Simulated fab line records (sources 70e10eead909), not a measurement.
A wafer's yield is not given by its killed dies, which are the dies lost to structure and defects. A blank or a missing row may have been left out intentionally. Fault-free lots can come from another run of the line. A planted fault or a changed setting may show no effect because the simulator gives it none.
fab line records | flow nand_harc
record lots=6 | wafers=18 | last_day=24
route steps=1159 shown A_M0@1023 A_M1@1026
lots that met no fault: from a run of the same line without faults
start_h: the number of hours between the record's first day and the start of the first shown wafer of the lot | wait_h: hours elapsed since this lot's preceding step | " the same as in the row above | L1.1+2: a single row standing in for several wafers | - either no value or no given start | * or withheld: withheld | < > ~ a bound
route shown NAME@n: names a module that has steps shown in the file, with the first one's number in the route | usual: mean/standard deviation of fault-free wafers | same: alike in all rows | chamber/n: place in a boat | sites: the reading at each site | _std_site: the standard deviation of these | _edge_site: the outer-site mean with the inner-site mean subtracted | radius_mm: for every site, how far away it sits from the centre of the wafer | mask NAME#n: copy n | behind: tool/chamber where the wafer was last shaped | hold: the reason the lot was held/the length of the hold in hours/how it ended | device: the transistor (n, p or np) that didn't switch | end of line: the tests these same wafers got at the end of their route | for a step that has no rows: nothing shown but its recipe | killed: count of dies lost to structure and defects at first sort (not the wafer's yield) | map: the dies of a wafer, with x for killed, . for not killed, _ for no die there
set.NAME: the run value of the setting; set.NAME@STEP: its run value at that earlier step | model.NAME: the simulator's own value behind a step, which no gauge read
lots seen at some steps along the route; tables by step, rows by wafer
services: from which hour (start_h, from the record's first day; less than 0 if before it) a tool's chamber was out of use, for how many hours, and why
## steps
# step NHARC_A_M0_INSPECT_27
# usual raw_defect_count=472/180
lot.wafer | tool              | chamber | start_h | wait_h | raw_defect_count
L929.1    | defect_inspect-02 | -       | 407.10  | 0.0    | 504
L929.2    | "                 | -       | "       | "      | 718
L929.5    | "                 | -       | "       | "      | 476
L930.1    | defect_inspect-01 | -       | 423.87  | 0.0    | 678
L930.2    | "                 | -       | "       | "      | 575
L930.6    | "                 | -       | "       | "      | 382
L926.2    | defect_inspect-02 | -       | 431.65  | 0.0    | 293
L926.4    | "                 | -       | "       | "      | 255
L926.5    | "                 | -       | "       | "      | 238
L931.1    | defect_inspect-01 | -       | 431.68  | 0.0    | 409
L931.3    | "                 | -       | "       | "      | 340
L931.4    | "                 | -       | "       | "      | 410
L943.2    | defect_inspect-01 | -       | 507.11  | 0.0    | 456
L943.4    | "                 | -       | "       | "      | 437
L943.5    | "                 | -       | "       | "      | 393
L948.1    | defect_inspect-01 | -       | 537.45  | 0.0    | 372
L948.4    | "                 | -       | "       | "      | 381
L948.5    | "                 | -       | "       | "      | 417
# step NHARC_A_M0_PRE_CLEAN_31
# recipe time_s=12 | temp_c=370 | rf_power_w=300 | gas=NH3
# usual heater_power_outer_w=365/60 | heater_power_w=617/88
lot.wafer | tool     | chamber | start_h | wait_h | heater_power_outer_w | heater_power_w | since_wet_clean_h
L929.1    | pecvd-01 | 0       | 407.17  | 0.1    | 313                  | 626            | 157
L929.2    | "        | 2       | "       | "      | 237                  | 444            | 157
L929.5    | "        | 0       | "       | "      | 321                  | 628            | -
L930.2    | pecvd-02 | 1       | 424.45  | 0.6    | 335                  | 566            | 77
L930.1    | "        | 0       | "       | "      | 483                  | 767            | 77
L930.6    | "        | 0       | "       | "      | 482                  | 742            | -
L926.2    | pecvd-04 | 2       | 431.89  | 0.2    | 330                  | 543            | 42
L926.4    | "        | 1       | "       | "      | 391                  | 716            | -
L926.5    | "        | 2       | "       | "      | 323                  | 550            | -
L931.1    | pecvd-02 | 2       | 431.96  | 0.3    | 335                  | 572            | 85
L931.3    | "        | 1       | "       | "      | 307                  | 539            | 85
L931.4    | "        | 2       | "       | "      | 327                  | 581            | -
L943.2    | pecvd-01 | 1       | 507.19  | 0.1    | 345                  | 570            | 76
L943.4    | "        | 0       | "       | "      | 411                  | 747            | -
L943.5    | "        | 2       | "       | "      | 233                  | 436            | -
L948.1    | pecvd-02 | 0       | 537.54  | 0.1    | 421                  | 668            | 9
L948.4    | "        | 1       | "       | "      | 337                  | 559            | -
L948.5    | "        | 0       | "       | "      | 438                  | 695            | -
# step NHARC_A_M0_DEP_32
# recipe target_thk_a=300 | temp_c=370 | target_thk_nm=30 | pressure_torr=3 | flow_sccm=200 | rf_w=450 | material=SiCN
# usual heater_power_outer_w=336/71 | heater_power_w=579/100
lot.wafer | tool     | chamber | start_h | wait_h | heater_power_outer_w | heater_power_w | since_wet_clean_h
L929.1    | pecvd-01 | 0       | 407.25  | 0.1    | 371                  | 677            | 157
L929.2    | "        | 2       | "       | "      | 218                  | 399            | 157
L929.5    | "        | 0       | "       | "      | 365                  | 674            | -
L930.2    | pecvd-02 | 1       | 424.53  | 0.1    | 320                  | 551            | 78
L930.1    | "        | 0       | "       | "      | 447                  | 722            | 78
L930.6    | "        | 0       | "       | "      | 461                  | 720            | -
L926.2    | pecvd-04 | 2       | 432.00  | 0.1    | 310                  | 525            | 42
L926.4    | "        | 1       | "       | "      | 417                  | 708            | -
L926.5    | "        | 2       | "       | "      | 304                  | 502            | -
L931.1    | pecvd-02 | 2       | 432.04  | 0.1    | 277                  | 499            | 85
L931.3    | "        | 1       | "       | "      | 324                  | 544            | 85
L931.4    | "        | 2       | "       | "      | 285                  | 508            | -
L943.2    | pecvd-01 | 1       | 507.30  | 0.1    | 297                  | 511            | 76
L943.4    | "        | 0       | "       | "      | 365                  | 677            | -
L943.5    | "        | 2       | "       | "      | 242                  | 436            | -
L948.1    | pecvd-02 | 0       | 537.69  | 0.1    | 483                  | 759            | 10
L948.4    | "        | 1       | "       | "      | 312                  | 511            | -
L948.5    | "        | 0       | "       | "      | 482                  | 760            | -
# step NHARC_A_M1_DEP_00
# recipe target_thk_a=1825 | target_thk_nm=182.5 | temp_c=withheld | pressure_torr=5 | flow_sccm=200 | rf_w=600 | material=SiOC
# step NHARC_A_M1_DEHYDRATE_01
# recipe temp_c=150 | time_s=120
# step NHARC_A_M1_HMDS_02
# recipe time_s=30
# step NHARC_A_M1_COAT_34
# recipe temp_c=200 | time_s=65
# step NHARC_A_M1_COAT_03
# recipe spin_rpm=1500 | resist_thk_nm=90
# step NHARC_A_M1_SOFTBAKE_04
# recipe temp_c=105 | time_s=55
# step NHARC_A_M1_EBR_05
# step NHARC_A_M1_EXPOSE_06
# recipe na=1.35 | target_cd_nm=120 | dose_mj=75.13 | mask_id=A_M1
# step NHARC_A_M1_PEB_07
# recipe peb_temp_c=100 | peb_time_s=65
# usual heater_power_total_W=156.6/0.43
lot.wafer | tool           | chamber | start_h | wait_h | heater_power_total_W
L929.1    | litho_track-01 | 0       | 408.47  | 0.1    | 157.0
L929.2    | "              | 0       | "       | "      | 157.1
L929.5    | "              | 0       | "       | "      | 157.2
L930.1    | litho_track-04 | 0       | 425.67  | 0.1    | 157.0
L930.2    | "              | 0       | "       | "      | 157.0
L930.6    | "              | 0       | "       | "      | 157.1
L926.2    | litho_track-04 | 0       | 433.00  | 0.1    | 157.1
L926.4    | "              | 0       | "       | "      | 156.1
L926.5    | "              | 0       | "       | "      | 156.8
L931.1    | litho_track-06 | 0       | 433.39  | 0.1    | 155.9
L931.3    | "              | 0       | "       | "      | 156.0
L931.4    | "              | 0       | "       | "      | 156.4
L943.2    | litho_track-01 | 0       | 508.40  | 0.1    | 156.8
L943.4    | "              | 0       | "       | "      | 156.4
L943.5    | "              | 0       | "       | "      | 397.9
L948.1    | litho_track-01 | 0       | 538.74  | 0.1    | 395.8
L948.4    | "              | 0       | "       | "      | 156.7
L948.5    | "              | 0       | "       | "      | 396.1
# step NHARC_A_M1_DEVELOP_08
# recipe develop_time_s=35 | dev_temp_c=23
# step NHARC_A_M1_CD_MEAS_09
# recipe target_cd_nm=120 | landing_energy_ev=500
# usual cd_nm=119.7/0.73
lot.wafer | tool      | chamber | start_h | wait_h | cd_nm
L929.1    | cd_sem-01 | 0       | 408.55  | -      | 118.9
L929.2    | "         | 0       | "       | "      | 118.3
L929.5    | "         | 0       | "       | "      | 120.6
L930.1    | cd_sem-02 | 0       | 425.75  | -      | 121.1
L930.2    | "         | 0       | "       | "      | 119.7
L930.6    | "         | 0       | "       | "      | 119.4
L926.2    | cd_sem-01 | 0       | 433.08  | -      | 119.1
L926.4    | "         | 0       | "       | "      | 120.7
L926.5    | "         | 0       | "       | "      | 119.3
L931.1    | cd_sem-01 | 0       | 433.47  | -      | 119.5
L931.3    | "         | 0       | "       | "      | 119.5
L931.4    | "         | 0       | "       | "      | 120.9
L943.2    | cd_sem-03 | 0       | 508.48  | -      | 118.5
L943.4    | "         | 0       | "       | "      | 120.3
L943.5    | "         | 0       | "       | "      | 38.2
L948.1    | cd_sem-01 | 0       | 538.82  | -      | 35.8
L948.4    | "         | 0       | "       | "      | 120.1
L948.5    | "         | 0       | "       | "      | 37.3
# step NHARC_A_M1_OVL_MEAS_10
# recipe pitch_nm=240
# usual overlay_x_nm=-0.2/1 | overlay_y_nm=0.1/0.89
lot.wafer | tool       | chamber | start_h | wait_h | overlay_x_nm | overlay_y_nm
L929.1    | overlay-02 | -       | 408.64  | -      | 0.1          | 0.5
L929.2    | "          | -       | "       | "      | 0.0          | 0.0
L929.5    | "          | -       | "       | "      | 0.2          | 0.1
L930.1    | overlay-01 | -       | 425.84  | -      | -1.2         | -0.7
L930.2    | "          | -       | "       | "      | -1.0         | -0.5
L930.6    | "          | -       | "       | "      | -0.6         | -0.5
L926.2    | overlay-02 | -       | 433.16  | -      | 0.4          | 0.3
L926.4    | "          | -       | "       | "      | 0.6          | 0.1
L926.5    | "          | -       | "       | "      | 0.0          | -0.2
L931.1    | overlay-01 | -       | 433.56  | -      | 0.1          | -0.2
L931.3    | "          | -       | "       | "      | 0.5          | -0.3
L931.4    | "          | -       | "       | "      | 0.0          | -0.1
L943.2    | overlay-02 | -       | 508.57  | -      | -1.6         | 0.4
L943.4    | "          | -       | "       | "      | -1.6         | 0.3
L943.5    | "          | -       | "       | "      | -1.9         | 0.3
L948.1    | overlay-01 | -       | 538.91  | -      | -0.9         | -0.3
L948.4    | "          | -       | "       | "      | -1.1         | -0.2
L948.5    | "          | -       | "       | "      | -1.0         | 0.4
# step NHARC_A_M1_INSPECT_11
# usual raw_defect_count=32/15
lot.wafer | tool              | chamber | start_h | wait_h | raw_defect_count
L929.1    | defect_inspect-01 | -       | 408.68  | 0.0    | 53
L929.2    | "                 | -       | "       | "      | 29
L929.5    | "                 | -       | "       | "      | 30
L930.1    | defect_inspect-01 | -       | 425.88  | 0.0    | 17
L930.2    | "                 | -       | "       | "      | 13
L930.6    | "                 | -       | "       | "      | 18
L926.2    | defect_inspect-01 | -       | 433.20  | 0.0    | 13
L926.4    | "                 | -       | "       | "      | 19
L926.5    | "                 | -       | "       | "      | 27
L931.1    | defect_inspect-01 | -       | 433.60  | 0.0    | 32
L931.3    | "                 | -       | "       | "      | 26
L931.4    | "                 | -       | "       | "      | 16
L943.2    | defect_inspect-02 | -       | 508.60  | 0.0    | 76
L943.4    | "                 | -       | "       | "      | 59
L943.5    | "                 | -       | "       | "      | 64
L948.1    | defect_inspect-02 | -       | 538.94  | 0.0    | 17
L948.4    | "                 | -       | "       | "      | 25
L948.5    | "                 | -       | "       | "      | 15
# step NHARC_A_M1_DESCUM_14
# recipe time_s=3 | o2_flow_sccm=200 | ar_flow_sccm=0 | bias_power_w=0 | chemistry=O2
# usual drypump_motor_current_A=5.86/0.24 | o2_flow_sccm=199.9/0.6 | oes_product_au=1.004/0.011 | rf_vpp_V=57.8/0.86 | showerhead_plenum_p_Torr=1.89/0.069 | throttle_valve_pct=11.311/0.0085
lot.wafer | tool        | chamber | start_h | wait_h | drypump_motor_current_A | o2_flow_sccm | oes_product_au | rf_hours_counter_h | rf_vpp_V | showerhead_plenum_p_Torr | throttle_valve_pct | model.A_M1.cd_nm
L929.1    | rie_diel-09 | 2       | 408.75  | 0.1    | 6.31                    | 200.3        | 1.016          | 9                  | 57.9     | 1.80                     | 11.316             | 119.4
L929.2    | "           | 0       | "       | "      | 6.08                    | 200.3        | 1.004          | 10                 | 58.2     | 1.92                     | 11.324             | 117.4
L929.5    | "           | 2       | "       | "      | 6.28                    | 200.3        | 1.006          | -                  | 57.1     | 1.80                     | 11.300             | 121
L930.1    | rie_diel-09 | 0       | 425.94  | 0.1    | 6.08                    | 200.7        | 1.010          | 11                 | 56.8     | 1.92                     | 11.307             | 119.2
L930.2    | "           | 2       | "       | "      | 6.30                    | 199.1        | 1.015          | 10                 | 57.4     | 1.80                     | 11.305             | 118.8
L930.6    | "           | 1       | "       | "      | 5.83                    | 199.5        | 1.005          | -                  | 56.5     | 1.87                     | 11.304             | 119.1
L926.4    | rie_diel-10 | 2       | 433.26  | 0.1    | 5.93                    | 200.0        | 0.989          | 4                  | 58.4     | 1.99                     | 11.309             | 120.3
L926.2    | "           | 1       | "       | "      | 5.33                    | 199.3        | 1.008          | 5                  | 59.0     | 1.96                     | 11.301             | 118.9
L926.5    | "           | 3       | "       | "      | 5.88                    | 200.0        | 1.019          | -                  | 57.2     | 1.79                     | 11.310             | 120.1
L931.1    | rie_diel-10 | 0       | 433.67  | 0.1    | 5.89                    | 199.4        | 0.998          | 6                  | 56.7     | 1.89                     | 11.308             | 120.2
L931.4    | "           | 1       | "       | "      | 5.31                    | 199.7        | 1.010          | 5                  | 56.7     | 1.96                     | 11.318             | 120.8
L931.3    | "           | 2       | "       | "      | 5.97                    | 200.0        | 0.988          | 4                  | 58.8     | 1.99                     | 11.301             | 119
L943.4    | rie_diel-09 | 3       | 508.66  | 0.1    | 6.04                    | 199.8        | 1.008          | 4                  | 58.9     | 1.81                     | 11.309             | 120.8
L943.2    | "           | 1       | "       | "      | 5.83                    | 199.0        | 1.000          | 5                  | 57.4     | 1.87                     | 11.310             | 118.5
L943.5    | "           | 3       | "       | "      | 5.95                    | 199.8        | 1.011          | -                  | 56.7     | 1.81                     | 11.298             | 38.5
L948.1    | rie_diel-07 | 1       | 539.00  | 0.1    | 5.73                    | 200.2        | 1.007          | 3                  | 58.9     | 1.94                     | 11.307             | 36.54
L948.4    | "           | 2       | "       | "      | 5.51                    | 199.8        | 0.989          | 3                  | 57.2     | 1.87                     | 11.294             | 121.2
L948.5    | "           | 2       | "       | "      | 5.51                    | 200.6        | 0.989          | -                  | 56.8     | 1.87                     | 11.320             | 38.77
# step NHARC_A_M1_ETCH_35
# recipe target_depth_a=400 | overetch_a=120 | time_s=43.94 | ion_energy_ev=200 | n2_flow_sccm=150 | h2_flow_sccm=150 | ar_flow_sccm=0 | rf_w=400 | bias_w=150 | chemistry=N2/H2
# usual drypump_motor_current_A=5.90/0.24 | oes_product_au=1.004/0.011 | rf_vpp_V=429.7/2.5 | showerhead_plenum_p_Torr=2.01/0.085 | throttle_valve_pct=14.172/0.0096
lot.wafer | tool        | chamber | start_h | wait_h | drypump_motor_current_A | oes_product_au | rf_hours_counter_h | rf_vpp_V | showerhead_plenum_p_Torr | throttle_valve_pct
L929.1    | rie_diel-09 | 2       | 408.82  | 0.1    | 6.31                    | 1.004          | 9                  | 426.8    | 1.91                     | 14.171
L929.2    | "           | 0       | "       | "      | 6.13                    | 0.997          | 10                 | 431.2    | 2.04                     | 14.150
L929.5    | "           | 2       | "       | "      | 6.31                    | 0.999          | -                  | 426.7    | 1.91                     | 14.163
L930.2    | rie_diel-09 | 0       | 426.03  | 0.1    | 6.05                    | 1.004          | 11                 | 431.0    | 2.04                     | 14.179
L930.1    | "           | 2       | "       | "      | 6.30                    | 1.011          | 10                 | 425.5    | 1.91                     | 14.177
L930.6    | "           | 0       | "       | "      | 6.09                    | 1.011          | -                  | 431.4    | 2.04                     | 14.170
L926.2    | rie_diel-10 | 2       | 433.36  | 0.1    | 5.94                    | 0.986          | 4                  | 432.7    | 2.12                     | 14.180
L926.4    | "           | 1       | "       | "      | 5.33                    | 1.000          | 5                  | 431.7    | 2.09                     | 14.157
L926.5    | "           | 3       | "       | "      | 5.86                    | 1.027          | -                  | 426.4    | 1.91                     | 14.179
L931.1    | rie_diel-10 | 2       | 433.87  | 0.2    | 5.93                    | 0.984          | 4                  | 433.6    | 2.12                     | 14.167
L931.3    | "           | 3       | "       | "      | 5.88                    | 1.011          | 6                  | 428.1    | 1.91                     | 14.180
L931.4    | "           | 0       | "       | "      | 5.86                    | 0.979          | 6                  | 431.2    | 2.02                     | 14.179
L943.2    | rie_diel-09 | 2       | 508.75  | 0.1    | 6.28                    | 1.015          | 5                  | 427.2    | 1.91                     | 14.176
L943.4    | "           | 3       | "       | "      | 5.99                    | 1.002          | 4                  | 428.2    | 1.92                     | 14.182
L943.5    | "           | 3       | "       | "      | 6.03                    | 0.999          | -                  | 427.6    | 1.92                     | 14.183
L948.4    | rie_diel-07 | 1       | 539.10  | 0.1    | 5.74                    | 1.019          | 3                  | 432.2    | 2.07                     | 14.187
L948.1    | "           | 2       | "       | "      | 5.52                    | 0.998          | 3                  | 429.9    | 2.00                     | 14.183
L948.5    | "           | 0       | "       | "      | 6.13                    | 1.011          | -                  | 434.9    | 2.16                     | 14.163
# step NHARC_A_M1_ETCH_15
# recipe target_depth_a=1825 | time_s=91.2 | c4f8_flow_sccm=withheld | ar_flow_sccm=400 | rf_w=600 | bias_w=300 | chemistry=C4F8/Ar
# usual oes_product_au=0.955/0.021 | rf_vpp_V=440.0/2.5
lot.wafer | tool        | chamber | start_h | wait_h | oes_product_au | rf_hours_counter_h | rf_vpp_V
L929.1    | rie_diel-09 | 3       | -       | -      | 0.973          | 8                  | 437.7
L929.2    | "           | 1       | "       | "      | 0.954          | 10                 | 440.5
L929.5    | "           | 3       | "       | "      | 0.983          | -                  | 437.7
L930.1    | rie_diel-09 | 0       | -       | -      | 0.939          | 11                 | 440.7
L930.2    | "           | 1       | "       | "      | 0.930          | 11                 | 439.1
L930.6    | "           | 1       | "       | "      | 0.922          | -                  | 438.0
L926.2    | rie_diel-10 | 1       | -       | -      | 0.957          | 5                  | 443.1
L926.4    | "           | 3       | "       | "      | 0.955          | 6                  | 436.9
L926.5    | "           | 1       | "       | "      | 0.959          | -                  | 442.4
L931.1    | rie_diel-10 | 1       | -       | -      | 0.972          | 5                  | 442.6
L931.3    | "           | 2       | "       | "      | 0.939          | 4                  | 444.0
L931.4    | "           | 0       | "       | "      | 0.929          | 6                  | 439.5
L943.4    | rie_diel-09 | 2       | -       | -      | 0.949          | 5                  | 436.3
L943.2    | "           | 3       | "       | "      | 0.937          | 5                  | 437.4
L943.5    | "           | 2       | "       | "      | 0.954          | -                  | 436.8
L948.4    | rie_diel-07 | 1       | -       | -      | 0.961          | 3                  | 442.1
L948.1    | "           | 2       | "       | "      | 0.956          | 3                  | 440.8
L948.5    | "           | 0       | "       | "      | 0.981          | -                  | 443.6
# step NHARC_A_M1_CD_MEAS_16
# usual cd_nm=119.9/1.1
lot.wafer | tool      | chamber | start_h | wait_h | cd_nm
L929.1    | cd_sem-02 | -       | 409.04  | -      | 119.8
L929.2    | "         | -       | "       | "      | 117.4
L929.5    | "         | -       | "       | "      | 121.8
L930.1    | cd_sem-03 | -       | 426.24  | -      | 119.5
L930.2    | "         | -       | "       | "      | 118.2
L930.6    | "         | -       | "       | "      | 118.7
L926.2    | cd_sem-02 | -       | 433.59  | -      | 118.4
L926.4    | "         | -       | "       | "      | 119.8
L926.5    | "         | -       | "       | "      | 119.7
L931.1    | cd_sem-01 | -       | 434.12  | -      | 120.2
L931.3    | "         | -       | "       | "      | 118.9
L931.4    | "         | -       | "       | "      | 121.2
L943.2    | cd_sem-02 | -       | 508.97  | -      | 119.0
L943.4    | "         | -       | "       | "      | 121.3
L943.5    | "         | -       | "       | "      | 39.0
L948.1    | cd_sem-03 | -       | 539.31  | -      | 36.2
L948.4    | "         | -       | "       | "      | 121.2
L948.5    | "         | -       | "       | "      | 39.9
# step NHARC_A_M1_STRIP_18
# recipe power_w=1000 | n2_flow_sccm=150 | h2_flow_sccm=150 | ar_flow_sccm=0 | bias_w=0 | chemistry=N2/H2
# usual drypump_motor_current_A=5.84/0.25 | oes_product_au=1.003/0.013 | rf_vpp_V=90.7/0.93 | showerhead_plenum_p_Torr=2.02/0.079 | throttle_valve_pct=14.171/0.0089
lot.wafer | tool        | chamber | start_h | wait_h | drypump_motor_current_A | oes_product_au | rf_hours_counter_h | rf_vpp_V | showerhead_plenum_p_Torr | throttle_valve_pct
L929.2    | rie_diel-09 | 2       | 409.14  | 0.1    | 6.32                    | 1.010          | 9.3                | 90.7     | 1.91                     | 14.166
L929.1    | "           | 3       | "       | "      | 6.02                    | 0.999          | 8.3                | 90.3     | 1.93                     | 14.184
L929.5    | "           | 2       | "       | "      | 6.30                    | 1.006          | -                  | 88.5     | 1.91                     | 14.179
L930.2    | rie_diel-10 | 1       | 426.34  | 0.1    | 5.35                    | 1.003          | 4.8                | 91.1     | 2.09                     | 14.160
L930.1    | "           | 2       | "       | "      | 5.92                    | 0.981          | 3.6                | 91.0     | 2.12                     | 14.177
L930.6    | "           | 1       | "       | "      | 5.34                    | 0.994          | -                  | 90.7     | 2.09                     | 14.171
L926.4    | rie_diel-10 | 3       | 433.71  | 0.1    | 5.85                    | 1.026          | 5.9                | 90.6     | 1.91                     | 14.182
L926.2    | "           | 1       | "       | "      | 5.35                    | 0.993          | 5.4                | 91.3     | 2.09                     | 14.195
L926.5    | "           | 0       | "       | "      | 5.89                    | 0.982          | -                  | 90.9     | 2.02                     | 14.175
L931.3    | rie_diel-07 | 1       | 434.20  | 0.1    | 5.73                    | 1.014          | 0.5                | 91.0     | 2.07                     | 14.172
L931.1    | "           | 3       | "       | "      | 5.74                    | 0.989          | 0.4                | 89.5     | 1.98                     | 14.175
L931.4    | "           | 0       | "       | "      | 6.10                    | 1.003          | 0.4                | 91.9     | 2.16                     | 14.170
L943.4    | rie_diel-07 | 2       | 509.04  | 0.1    | 5.53                    | 1.002          | 2.5                | 92.4     | 2.00                     | 14.173
L943.2    | "           | 1       | "       | "      | 5.72                    | 1.023          | 2.6                | 90.4     | 2.07                     | 14.161
L943.5    | "           | 2       | "       | "      | 5.52                    | 1.000          | -                  | 89.1     | 1.99                     | 14.168
L948.4    | rie_diel-07 | 2       | 539.44  | 0.1    | 5.52                    | 0.985          | 3.4                | 88.9     | 2.00                     | 14.171
L948.1    | "           | 3       | "       | "      | 5.74                    | 0.989          | 3.4                | 90.1     | 1.98                     | 14.172
L948.5    | "           | 0       | "       | "      | 6.11                    | 1.009          | -                  | 91.8     | 2.16                     | 14.166
# step NHARC_A_M1_ETCH_28
# recipe target_depth_a=300 | over_etch_frac=0.3 | time_s=72.99 | ion_energy_ev=150 | cf4_flow_sccm=50 | n2_flow_sccm=100 | ar_flow_sccm=150 | rf_w=300 | bias_w=100 | chemistry=CF4/N2
# usual drypump_motor_current_A=5.83/0.25 | oes_product_au=1.003/0.011 | rf_vpp_V=314.0/1.7 | showerhead_plenum_p_Torr=2.61/0.094 | throttle_valve_pct=19.793/0.0084
lot.wafer | tool        | chamber | start_h | wait_h | drypump_motor_current_A | oes_product_au | rf_hours_counter_h | rf_vpp_V | showerhead_plenum_p_Torr | throttle_valve_pct | model.A_M1.cd_nm
L929.1    | rie_diel-09 | 3       | -       | -      | 6.01                    | 0.988          | 8.4                | 311.1    | 2.49                     | 19.784             | 119.8
L929.2    | "           | 0       | "       | "      | 6.06                    | 1.009          | 9.7                | 314.6    | 2.63                     | 19.772             | 116
L929.5    | "           | 0       | "       | "      | 6.07                    | 1.005          | -                  | 314.1    | 2.63                     | 19.800             | 121
L930.2    | rie_diel-10 | 1       | -       | -      | 5.34                    | 1.012          | 4.8                | 315.8    | 2.68                     | 19.808             | 118.5
L930.1    | "           | 3       | "       | "      | 5.87                    | 1.018          | 5.2                | 311.7    | 2.47                     | 19.789             | 120.3
L930.6    | "           | 1       | "       | "      | 5.35                    | 1.010          | -                  | 313.2    | 2.68                     | 19.782             | 119.2
L926.4    | rie_diel-10 | 2       | -       | -      | 5.93                    | 0.968          | 4.4                | 315.7    | 2.72                     | 19.797             | 119.5
L926.2    | "           | 3       | "       | "      | 5.87                    | 1.005          | 5.9                | 312.3    | 2.47                     | 19.783             | 118.2
L926.5    | "           | 0       | "       | "      | 5.90                    | 0.981          | -                  | 315.9    | 2.60                     | 19.777             | 119.8
L931.4    | rie_diel-07 | 3       | -       | -      | 5.74                    | 1.017          | 0.4                | 312.9    | 2.55                     | 19.791             | 121.7
L931.1    | "           | 0       | "       | "      | 6.10                    | 1.008          | 0.4                | 317.0    | 2.77                     | 19.801             | 120.6
L931.3    | "           | 1       | "       | "      | 5.72                    | 1.015          | 0.5                | 313.9    | 2.66                     | 19.788             | 119.7
L943.4    | rie_diel-07 | 2       | -       | -      | 5.51                    | 1.004          | 2.6                | 314.2    | 2.57                     | 19.786             | 120.7
L943.2    | "           | 0       | "       | "      | 6.13                    | 1.015          | 2.5                | 317.5    | 2.77                     | 19.793             | 118.5
L943.5    | "           | 2       | "       | "      | 5.55                    | 0.993          | -                  | 314.0    | 2.57                     | 19.790             | 38.38
L948.4    | rie_diel-07 | 3       | -       | -      | 5.73                    | 1.001          | 3.4                | 313.5    | 2.55                     | 19.805             | 121.9
L948.1    | "           | 0       | "       | "      | 6.12                    | 1.004          | 3.4                | 316.2    | 2.77                     | 19.792             | 36.84
L948.5    | "           | 3       | "       | "      | 5.75                    | 0.989          | -                  | 312.7    | 2.55                     | 19.805             | 39.99
# step NHARC_A_M1_STRIP_19
# recipe time_s=600 | temp_c=30 | chemistry=post_etch_residue_remover
## services
tool           | chamber | start_h | hours | kind
rie_diel-10    | 2       | 383.31  | 1.8   | repair
rie_diel-09    | 0       | 385.70  | -     | clean
rie_diel-09    | 1       | 385.70  | -     | clean
rie_diel-09    | 2       | 385.70  | -     | clean
rie_diel-09    | 3       | 385.70  | -     | clean
rie_diel-09    | 3       | 387.13  | 3.0   | repair
rie_diel-07    | -       | 405.20  | 9.0   | pm
rie_diel-09    | 0       | 410.20  | -     | clean
rie_diel-10    | 2       | 414.26  | 6.5   | repair
pecvd-01       | -       | 418.44  | 13.0  | pm
rie_diel-09    | -       | 431.10  | 9.0   | pm
rie_diel-10    | 2       | 438.72  | 26.1  | repair
litho_track-01 | -       | 443.00  | 7.0   | pm
pecvd-04       | 2       | 460.88  | 4.9   | repair
pecvd-01       | 2       | 466.49  | 4.1   | repair
litho_track-06 | -       | 467.00  | 7.0   | pm
rie_diel-07    | -       | 468.08  | 0.2   | repair
pecvd-01       | -       | 470.73  | 0.7   | repair
rie_diel-10    | -       | 486.32  | 0.4   | repair
litho_track-04 | -       | 491.00  | 7.0   | pm
pecvd-02       | -       | 515.09  | 13.0  | pm
rie_diel-07    | -       | 520.65  | 1.2   | repair
rie_diel-10    | -       | 530.50  | 9.0   | pm
rie_diel-07    | 1       | 534.29  | 2.9   | repair
## key
first_sign step=NHARC_A_M1_PEB_07 | reading=heater_power_total_W | direction=up | sigmas=99+ | usual=* | struck=*
effect step=NHARC_A_M1_CD_MEAS_09 | reading=cd_nm | direction=down | sigmas=99+ | usual=119.7 | struck=37.1
effect step=NHARC_A_M1_CD_MEAS_16 | reading=cd_nm | direction=down | sigmas=72 | usual=119.9 | struck=38.4
model_effect step=NHARC_A_M1_DESCUM_14 | value=A_M1.cd_nm | without=120.4 | struck=37.94
model_effect step=NHARC_A_M1_ETCH_28 | value=A_M1.cd_nm | without=120.8 | struck=38.4
met_at NHARC_A_M1_PEB_07
struck_wafers L943.5,L948.1,L948.5
later_rows_left_out L943.5,L948.1,L948.5
sort_left_out L943.5,L948.1,L948.5
onset_between 408.47 508.40
fault kind=process_parameter_drift | tool=litho_track-01 | chamber=- | onset_h=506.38 | steps=NHARC_A_M1_PEB_07 | channel=peb_time_s | offset=* | shape=step | end_h=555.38 | scope=struck_wafers_only | acts_in=* | stated=*
# sort_left_out: the simulated sort isn't trusted on such a fault, so these wafers' sort isn't shown, and their yield isn't known
# later_rows_left_out: the simulator's readings of these wafers behind a module that went badly wrong aren't trusted and aren't shown, but for the sort
